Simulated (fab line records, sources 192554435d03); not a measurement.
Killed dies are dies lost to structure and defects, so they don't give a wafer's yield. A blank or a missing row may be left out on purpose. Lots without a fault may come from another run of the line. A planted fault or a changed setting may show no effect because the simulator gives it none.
fab line records | flow n5_finfet | part 1 of 2: steps 1 to 20 of 27
record lots=5 wafers=15 last_day=18
route steps=1938 shown BEOL_M6@1213
lots that met no fault: from a run of the same line without faults
start_h: hours from the record's first day to the start of the lot's first wafer shown | wait_h: hours since the lot's step before | " the same as in the row above | L1.1+2: a row that stands for several wafers | - no value, or no start given | * or withheld: withheld | < > ~ a bound
route shown NAME@n: a module of which the file shows steps, and the number in the route of the first | usual: mean/standard deviation of fault-free wafers | same: alike in all rows | chamber/n: place in a boat | sites: the reading at each site | _std_site: their standard deviation | _edge_site: outer sites' mean less inner sites' | radius_mm: how far each site lies from the wafer's centre | mask NAME#n: copy n | behind: the tool/chamber that last shaped the wafer | hold: why the lot was held/for how many hours/how that ended | device: the transistor (n, p or np) that didn't switch | end of line: the same wafers' tests at the end of the route | a step without rows: its recipe alone | killed: dies lost to structure and defects at the first sort, not the wafer's yield | map: a wafer's dies, x killed, . not, _ none there
set.NAME: the setting as run; set.NAME@STEP: as run at that earlier step | model.NAME: the simulator's own value behind a step, which no gauge read
lots at some steps of the route; a table a step, a row a wafer
services: from which hour (start_h, from the record's first day; less than 0 if before it) a tool's chamber was out of use, for how many hours, and why
## steps
# step N5_BEOL_M6_STRIP_68
# recipe chemistry=N2/H2 temp_c=40 n2_flow_sccm=200 h2_flow_sccm=200 rf_frequency_hz=6e+07
# columns lot.wafer tool chamber start_h wait_h
L083.2+5+6 rie_diel-02 2,3,0 230.58 0.1
L086.1+2+5 rie_diel-05 0,1,3 259.94 0.1
L094.1+4+6 rie_diel-05 3,1,3 305.71 0.1
L092.2+5+6 rie_diel-01 2,0,3 323.18 0.1
L097.1+3+4 rie_diel-05 1,0,2 345.77 0.1
# step N5_BEOL_M6_STRIP_67
# recipe chemistry=CF4 resist=SiARC power_w=300 bias_power_w=75 pressure_mtorr=50 cf4_flow_sccm=150 rf_frequency_hz=6e+07
# usual cf4_flow_sccm=150.0/0.49 chamber_pressure_mTorr=50.00/0.053 drypump_motor_current_A=5.4/0.38 oes_product_au=0.81/0.063 rf_vpp_V=271.8/1.4 showerhead_plenum_p_Torr=1.82/0.049 throttle_valve_pct=13.55/0.26
# columns lot.wafer tool chamber start_h wait_h cf4_flow_sccm chamber_pressure_mTorr drypump_motor_current_A oes_product_au rf_hours_counter_h rf_vpp_V showerhead_plenum_p_Torr throttle_valve_pct
L083.2 rie_diel-02 2 230.59 0.0 150.5 49.98 6.4 0.82 69 274.0 1.87 13.44
L083.5 " 3 " " 149.9 50.05 5.2 0.75 - 272.0 1.80 13.72
L083.6 " 0 " " 150.4 49.89 4.9 0.75 - 271.3 1.80 13.57
L086.1 rie_diel-05 0 259.95 0.0 149.7 50.01 5.4 0.84 85 271.1 1.74 13.62
L086.2 " 1 " " 148.9 49.97 5.6 0.74 167 273.2 1.85 13.26
L086.5 " 3 " " 150.5 49.92 5.1 0.80 - 272.4 1.82 13.71
L094.1 rie_diel-05 3 305.72 0.0 150.1 50.02 5.1 0.79 124 272.2 1.81 13.77
L094.4 " 1 " " 150.6 49.86 5.6 0.73 - 272.4 1.84 13.29
L094.6 " 3 " " 150.5 49.98 5.1 0.79 - 271.4 1.81 13.77
L092.2 rie_diel-01 2 323.19 0.0 150.4 49.97 5.2 0.75 141 270.5 1.80 13.36
L092.5 " 0 " " 149.4 49.89 6.1 0.89 - 274.7 1.87 13.32
L092.6 " 3 " " 150.1 50.00 5.7 0.73 - 270.4 1.81 14.07
L097.1 rie_diel-05 1 345.78 0.0 150.3 50.01 5.6 0.72 194 271.7 1.84 13.33
L097.3 " 0 " " 149.9 50.06 5.4 0.80 110 269.6 1.73 13.68
L097.4 " 2 " " 149.7 50.00 5.2 0.88 43 272.8 1.82 13.20
# step N5_BEOL_M6_HM_OPEN_17
# recipe chemistry=Cl2/BCl3 target_depth_a=200 overetch_a=60 target=TiN mask_material=SOC ion_energy_ev=150 pressure_mtorr=10 icp_w=1000 bias_w=126 Cl2_flow_sccm=53.25 bcl3_flow_sccm=21.75 Ar_flow_sccm=25
# usual chamber_pressure_mTorr=10.001/0.0087 drypump_motor_current_A=5.7/0.36 oes_product_au=0.68/0.058 throttle_valve_pct=22.00/0.25
# columns lot.wafer tool chamber start_h wait_h chamber_pressure_mTorr drypump_motor_current_A oes_product_au rf_hours_counter_h throttle_valve_pct
L083.2 rie_metal-01 0 230.64 0.0 10.011 5.2 0.76 14 22.26
L083.5 " 0 " " 9.997 5.2 0.77 - 22.26
L083.6 " 1 " " 9.991 5.6 0.83 - 22.20
L086.1 rie_metal-03 1 259.99 0.0 9.998 5.9 0.65 46 22.22
L086.2 " 0 " " 9.987 5.6 0.64 49 21.90
L086.5 " 0 " " 10.011 5.6 0.65 - 21.89
L094.1 rie_metal-01 0 305.76 0.0 10.010 5.2 0.73 22 22.30
L094.4 " 0 " " 9.996 5.2 0.72 - 22.29
L094.6 " 0 " " 10.013 5.2 0.73 - 22.30
L092.2 rie_metal-03 0 323.23 0.0 9.993 5.6 0.64 54 21.88
L092.5 " 0 " " 10.001 5.6 0.64 - 21.88
L092.6 " 1 " " 9.993 5.9 0.64 - 22.23
L097.1 rie_metal-02 0 345.83 0.0 9.996 5.6 0.62 61 21.89
L097.3 " 0 " " 10.009 5.6 0.63 - 21.90
L097.4 " 1 " " 10.002 6.3 0.63 - 21.62
# step N5_BEOL_M6_STRIP_19
# recipe chemistry=O2 power_w=400 temp_c=40 pressure_mtorr=30 rf_frequency_hz=6e+07 bias_power_w=0 overash_fraction=0.2 o2_flow_sccm=225
# usual chamber_pressure_mTorr=30.00/0.033 drypump_motor_current_A=5.5/0.43 oes_product_au=0.80/0.072 rf_vpp_V=3.7/0.66 showerhead_plenum_p_Torr=2.14/0.064 throttle_valve_pct=16.66/0.24
# columns lot.wafer tool chamber start_h wait_h chamber_pressure_mTorr drypump_motor_current_A oes_product_au rf_hours_counter_h rf_vpp_V showerhead_plenum_p_Torr throttle_valve_pct
L083.2 rie_diel-01 2 230.83 0.2 29.99 5.2 0.78 105 5.4 2.09 16.24
L083.5 " 3 " " 30.04 5.7 0.75 - 4.8 2.11 17.01
L083.6 " 2 " " 29.96 5.2 0.78 - 3.0 2.09 16.25
L086.1 rie_diel-05 2 260.10 0.1 30.04 5.2 0.95 16 3.3 2.15 16.32
L086.2 " 3 " " 30.02 5.1 0.81 112 3.4 2.12 16.86
L086.5 " 3 " " 29.97 5.1 0.81 - 4.1 2.12 16.86
L094.1 rie_diel-01 3 305.87 0.1 29.98 5.7 0.73 168 2.8 2.09 17.07
L094.4 " 1 " " 29.95 5.7 0.81 72 5.2 2.21 16.90
L094.6 " 0 " " 29.96 6.0 0.91 - 4.1 2.21 16.40
L092.2 rie_diel-05 2 323.36 0.1 30.02 5.1 0.91 35 3.7 2.14 16.34
L092.5 " 1 " " 30.02 5.6 0.73 - 3.7 2.21 16.59
L092.6 " 2 " " 29.97 5.2 0.91 - 5.1 2.14 16.33
L097.1 rie_diel-02 2 346.05 0.2 29.96 6.3 0.79 108 4.2 2.18 16.56
L097.3 " 1 " " 29.96 5.0 0.73 155 3.6 2.21 16.82
L097.4 " 3 " " 30.03 5.2 0.71 186 3.9 2.10 16.93
# step N5_BEOL_M6_CD_MEAS_18
# recipe pitch_nm=80 target_cd_nm=40
# usual cd_nm=40.1/0.8
# columns lot.wafer tool chamber start_h wait_h cd_nm
L083.2 cd_sem-03 - 230.90 0.1 40.3
L083.5 " - " " 40.1
L083.6 " - " " 39.7
L086.1 cd_sem-03 - 260.17 0.0 39.5
L086.2 " - " " 40.1
L086.5 " - " " 41.0
L094.1 cd_sem-02 - 305.94 0.0 39.9
L094.4 " - " " 40.5
L094.6 " - " " 39.7
L092.2 cd_sem-01 - 323.43 0.1 38.3
L092.5 " - " " 39.6
L092.6 " - " " 39.7
L097.1 cd_sem-03 - 346.12 0.0 38.7
L097.3 " - " " 40.6
L097.4 " - " " 39.9
# step N5_BEOL_M6_COAT_63
# recipe resist=SOC temp_c=250 time_s=60 spin_rpm=1500 resist_thk_nm=60
# columns lot.wafer tool chamber start_h wait_h
L083.2+5+6 litho_track-02 0 231.39 0.5
L086.1+2+5 litho_track-05 0 262.97 2.8
L094.1+4+6 litho_track-02 0 310.76 4.8
L092.2+5+6 litho_track-01 0 325.17 1.7
L097.1+3+4 litho_track-05 0 347.10 1.0
# step N5_BEOL_M6_COAT_64
# recipe resist=SiARC temp_c=220 time_s=60 spin_rpm=1500 resist_thk_nm=12
# columns lot.wafer tool chamber start_h wait_h
L083.2+5+6 litho_track-02 0 - -
L086.1+2+5 litho_track-05 0 - -
L094.1+4+6 litho_track-02 0 - -
L092.2+5+6 litho_track-01 0 - -
L097.1+3+4 litho_track-05 0 - -
# step N5_BEOL_M6_COAT_71
# recipe resist=underlayer temp_c=205 time_s=60 spin_rpm=1500 resist_thk_nm=5
# columns lot.wafer tool chamber start_h wait_h
L083.2+5+6 litho_track-02 0 - -
L086.1+2+5 litho_track-05 0 - -
L094.1+4+6 litho_track-02 0 - -
L092.2+5+6 litho_track-01 0 - -
L097.1+3+4 litho_track-05 0 - -
# step N5_BEOL_M6_COAT_22
# recipe resist=CAR-EUV spin_rpm=1500 resist_thk_nm=30
# columns lot.wafer tool chamber start_h wait_h
L083.2+5+6 litho_track-02 0 - -
L086.1+2+5 litho_track-05 0 - -
L094.1+4+6 litho_track-02 0 - -
L092.2+5+6 litho_track-01 0 - -
L097.1+3+4 litho_track-05 0 - -
# step N5_BEOL_M6_EBR_24
# recipe solvent=PGMEA ebr_width_mm=1.5
# same ebr_width_mm=1.5
# columns lot.wafer tool chamber start_h wait_h
L083.2+5+6 litho_track-02 0 - -
L086.1+2+5 litho_track-05 0 - -
L094.1+4+6 litho_track-02 0 - -
L092.2+5+6 litho_track-01 0 - -
L097.1+3+4 litho_track-05 0 - -
# step N5_BEOL_M6_SOFTBAKE_23
# recipe temp_c=110 time_s=60 resist=CAR-EUV
# columns lot.wafer tool chamber start_h wait_h
L083.2+5+6 litho_track-02 0 - -
L086.1+2+5 litho_track-05 0 - -
L094.1+4+6 litho_track-02 0 - -
L092.2+5+6 litho_track-01 0 - -
L097.1+3+4 litho_track-05 0 - -
# step N5_BEOL_M6_EXPOSE_25
# recipe mask_id=V5 na=0.33 source_shape=annular sigma_inner=0.4 sigma_outer=0.8 polarization=unpolarized target_cd_nm=40 dose_mj=45
# usual reticle_temp_C=23.01/0.098
# columns lot.wafer tool chamber start_h wait_h mask reticle_temp_C
L083.2 euv_scanner-02 0 231.66 - V5#0 23.20
L083.5 " 0 " " V5#0 23.04
L083.6 " 0 " " V5#0 23.09
L086.1 euv_scanner-01 0 263.11 - V5#0 23.04
L086.2 " 0 " " V5#0 23.06
L086.5 " 0 " " V5#0 22.96
L094.1 euv_scanner-02 0 310.90 - V5#0 23.00
L094.4 " 0 " " V5#0 22.98
L094.6 " 0 " " V5#0 22.89
L092.2 euv_scanner-02 0 325.31 - V5#0 22.92
L092.5 " 0 " " V5#0 22.93
L092.6 " 0 " " V5#0 22.93
L097.1 euv_scanner-02 0 347.42 - V5#0 22.96
L097.3 " 0 " " V5#0 23.12
L097.4 " 0 " " V5#0 23.08
# step N5_BEOL_M6_PEB_26
# recipe peb_temp_c=100 peb_time_s=60 resist=CAR-EUV
# columns lot.wafer tool chamber start_h wait_h
L083.2+5+6 litho_track-01 0 231.72 0.1
L086.1+2+5 litho_track-02 0 263.17 0.1
L094.1+4+6 litho_track-01 0 310.96 0.1
L092.2+5+6 litho_track-02 0 325.37 0.1
L097.1+3+4 litho_track-02 0 347.49 0.1
# step N5_BEOL_M6_DEVELOP_27
# recipe develop_time_s=30 developer=TMAH resist=CAR-EUV rinse_liquid=surfactant_rinse dry=air_spin dev_temp_c=23
# columns lot.wafer tool chamber start_h wait_h
L083.2+5+6 litho_track-01 0 - -
L086.1+2+5 litho_track-02 0 - -
L094.1+4+6 litho_track-01 0 - -
L092.2+5+6 litho_track-02 0 - -
L097.1+3+4 litho_track-02 0 - -
# step N5_BEOL_M6_CD_MEAS_28
# recipe target_cd_nm=40 landing_energy_ev=500 detector=se_inlens
# usual cd_nm=40.02/0.3
# columns lot.wafer tool chamber start_h wait_h cd_nm
L083.2 cd_sem-01 0 231.79 - 39.83
L083.5 " 0 " " 39.93
L083.6 " 0 " " 39.78
L086.1 cd_sem-03 0 263.24 - 40.14
L086.2 " 0 " " 40.47
L086.5 " 0 " " 40.02
L094.1 cd_sem-01 0 311.03 - 39.73
L094.4 " 0 " " 39.63
L094.6 " 0 " " 39.56
L092.2 cd_sem-01 0 325.44 - 40.38
L092.5 " 0 " " 40.49
L092.6 " 0 " " 40.08
L097.1 cd_sem-03 0 347.56 - 40.69
L097.3 " 0 " " 40.08
L097.4 " 0 " " 40.37
# step N5_BEOL_M6_OVL_MEAS_29
# recipe points_per_wafer=522
# usual V5_OVL=0.0/0.71
# columns lot.wafer tool chamber start_h wait_h V5_OVL[nm]
L083.2 overlay-01 0 231.82 0.0 -0.1
L083.5 " 0 " " 1.3
L083.6 " 0 " " -0.6
L086.1 overlay-02 0 263.27 0.0 -0.9
L086.2 " 0 " " -1.2
L086.5 " 0 " " -0.8
L094.1 overlay-02 0 311.06 0.0 0.3
L094.4 " 0 " " 0.5
L094.6 " 0 " " 0.7
L092.2 overlay-02 0 325.47 0.0 0.3
L092.5 " 0 " " 0.6
L092.6 " 0 " " -0.6
L097.1 overlay-01 0 347.59 0.0 -0.1
L097.3 " 0 " " -0.1
L097.4 " 0 " " 0.5
# step N5_BEOL_M6_INSPECT_30
# recipe mode=adi inspect_instrument=brightfield
# usual raw_defect_count=410/100
# columns lot.wafer tool chamber start_h wait_h raw_defect_count
L083.2 defect_inspect-02 - 231.88 0.0 453
L083.5 " - " " 441
L083.6 " - " " 472
L086.1 defect_inspect-01 - 263.33 0.1 440
L086.2 " - " " 463
L086.5 " - " " 413
L094.1 defect_inspect-02 - 311.12 0.1 487
L094.4 " - " " 365
L094.6 " - " " 327
L092.2 defect_inspect-01 - 325.53 0.0 366
L092.5 " - " " 337
L092.6 " - " " 352
L097.1 defect_inspect-02 - 347.65 0.1 315
L097.3 " - " " 369
L097.4 " - " " 434
# step N5_BEOL_M6_DESCUM_33
# recipe chemistry=O2 time_s=7 source_power_w=50 bias_power_w=20 pressure_mtorr=20 rf_frequency_hz=2.712e+07 temp_c=40 resist=CAR-EUV o2_flow_sccm=225
# usual chamber_pressure_mTorr=20.002/0.017 drypump_motor_current_A=5.4/0.47 oes_product_au=0.79/0.063 rf_vpp_V=244.0/1.3 showerhead_plenum_p_Torr=2.14/0.062 throttle_valve_pct=20.43/0.26
# columns lot.wafer tool chamber start_h wait_h chamber_pressure_mTorr drypump_motor_current_A oes_product_au rf_hours_counter_h rf_vpp_V showerhead_plenum_p_Torr throttle_valve_pct
L083.2 rie_diel-02 1 232.16 0.3 20.006 4.9 0.78 114 244.8 2.22 20.55
L083.5 " 0 " " 19.998 4.9 0.76 - 244.0 2.09 20.38
L083.6 " 3 " " 20.009 5.2 0.74 - 242.4 2.11 20.58
L086.1 rie_diel-01 2 263.72 0.4 20.021 5.2 0.78 119 242.8 2.08 19.98
L086.2 " 0 " " 20.006 6.0 0.94 14 244.9 2.21 20.13
L086.5 " 1 " " 20.001 5.7 0.83 - 247.3 2.21 20.68
L094.1 rie_diel-01 1 311.27 0.1 20.002 5.7 0.82 75 245.4 2.20 20.72
L094.4 " 2 " " 19.998 5.2 0.76 137 244.2 2.07 20.00
L094.6 " 3 " " 20.002 5.7 0.73 - 242.7 2.09 20.83
L092.2 rie_diel-02 3 325.73 0.2 20.005 5.2 0.71 179 241.4 2.10 20.63
L092.5 " 1 " " 19.967 5.0 0.75 - 245.8 2.21 20.61
L092.6 " 2 " " 20.023 6.4 0.80 - 245.1 2.17 20.30
L097.1 rie_diel-02 3 348.01 0.4 19.978 5.2 0.71 187 244.2 2.09 20.65
L097.3 " 0 " " 20.006 4.9 0.72 210 241.0 2.07 20.45
L097.4 " 2 " " 20.009 6.3 0.79 109 246.0 2.17 20.30
# step N5_BEOL_M6_ETCH_72
# recipe chemistry=N2/H2 target=underlayer target_depth_a=65 mask_material=CAR-EUV time_s=5.2 ion_energy_ev=200 pressure_mtorr=30 source_w=840 bias_w=150 n2_flow_sccm=200 h2_flow_sccm=200 ends=cleared
# usual chamber_pressure_mTorr=30.00/0.043 drypump_motor_current_A=5.4/0.47 etch_rf_on_time_s=5.28/0.25 n2_flow_sccm=199.9/0.57 oes_product_au=0.67/0.056 rf_vpp_V=525.6/2.4 showerhead_plenum_p_Torr=2.61/0.073 throttle_valve_pct=17.92/0.26
# columns lot.wafer tool chamber start_h wait_h chamber_pressure_mTorr drypump_motor_current_A etch_rf_on_time_s n2_flow_sccm oes_product_au rf_hours_counter_h rf_vpp_V showerhead_plenum_p_Torr throttle_valve_pct
L083.2 rie_diel-02 1 232.20 0.0 30.01 5.0 5.64 199.8 0.64 114 527.2 2.68 17.94
L083.5 " 0 " " 30.03 4.9 5.23 199.3 0.65 - 525.6 2.55 17.96
L083.6 " 3 " " 30.02 5.2 5.05 200.3 0.65 - 523.7 2.56 18.03
L086.1 rie_diel-01 2 263.76 0.0 29.98 5.2 5.54 200.3 0.63 119 527.2 2.57 17.60
L086.2 " 0 " " 30.06 6.0 5.02 199.1 0.81 14 530.2 2.72 17.75
L086.5 " 1 " " 30.04 5.7 5.41 199.2 0.69 - 528.4 2.70 18.21
L094.1 rie_diel-01 1 311.30 0.0 30.00 5.7 5.33 199.6 0.68 75 526.0 2.70 18.28
L094.4 " 2 " " 29.93 5.2 5.58 199.8 0.62 137 525.1 2.56 17.66
L094.6 " 3 " " 29.91 5.7 5.30 199.5 0.62 - 523.1 2.53 18.29
L092.2 rie_diel-02 3 325.77 0.0 30.00 5.2 4.89 200.4 0.63 179 524.2 2.55 18.06
L092.5 " 1 " " 29.98 5.0 5.69 199.6 0.62 - 526.5 2.67 17.98
L092.6 " 2 " " 30.00 6.4 5.26 199.9 0.68 - 527.0 2.64 17.64
L097.1 rie_diel-02 3 348.05 0.0 29.96 5.2 5.02 199.7 0.61 187 522.5 2.54 18.11
L097.3 " 0 " " 30.00 4.9 5.19 199.7 0.62 210 524.5 2.53 18.01
L097.4 " 2 " " 29.94 6.4 5.34 199.4 0.67 109 526.4 2.63 17.63
# step N5_BEOL_M6_ETCH_65
# recipe chemistry=CF4 target=SiARC target_depth_a=156 mask_material=CAR-EUV time_s=26 ion_energy_ev=80 pressure_mtorr=40 source_w=545 bias_w=36 Ar_flow_sccm=100 cf4_flow_sccm=100 ends=cleared
# usual cf4_flow_sccm=100.0/0.31 chamber_pressure_mTorr=40.00/0.035 drypump_motor_current_A=5.4/0.47 etch_rf_on_time_s=26.5/1.1 oes_product_au=0.67/0.053 rf_vpp_V=184.6/1.1 showerhead_plenum_p_Torr=2.19/0.058 throttle_valve_pct=15.61/0.24
# columns lot.wafer tool chamber start_h wait_h cf4_flow_sccm chamber_pressure_mTorr drypump_motor_current_A etch_rf_on_time_s oes_product_au rf_hours_counter_h rf_vpp_V showerhead_plenum_p_Torr throttle_valve_pct
L083.2 rie_diel-02 1 232.21 0.0 100.0 39.95 5.0 28.0 0.66 114 185.1 2.25 15.59
L083.5 " 0 " " 100.2 39.97 4.9 25.9 0.64 - 184.1 2.13 15.53
L083.6 " 3 " " 100.3 39.99 5.2 24.8 0.65 - 185.5 2.15 15.75
L086.1 rie_diel-01 2 263.77 0.0 100.2 39.96 5.2 27.4 0.65 119 183.3 2.15 15.32
L086.2 " 0 " " 100.4 40.05 6.0 25.6 0.81 14 187.5 2.25 15.31
L086.5 " 1 " " 100.1 40.05 5.7 27.0 0.69 - 185.5 2.26 15.81
L094.1 rie_diel-01 1 311.32 0.0 100.2 39.99 5.7 27.0 0.68 75 184.7 2.25 15.84
L094.4 " 2 " " 100.0 39.97 5.2 27.8 0.62 137 183.5 2.14 15.33
L094.6 " 3 " " 99.6 39.96 5.7 26.4 0.62 - 184.2 2.15 16.10
L092.2 rie_diel-02 3 325.79 0.0 100.0 39.98 5.2 24.5 0.64 179 184.7 2.14 15.82
L092.5 " 1 " " 100.4 39.99 5.0 28.3 0.62 - 185.8 2.24 15.64
L092.6 " 2 " " 99.6 39.97 6.4 26.6 0.67 - 184.2 2.24 15.60
L097.1 rie_diel-02 3 348.07 0.0 100.3 39.99 5.2 24.7 0.63 187 184.6 2.13 15.84
L097.3 " 0 " " 100.4 40.01 4.8 26.1 0.62 210 185.3 2.12 15.62
L097.4 " 2 " " 100.5 39.99 6.4 26.7 0.66 109 186.0 2.24 15.60
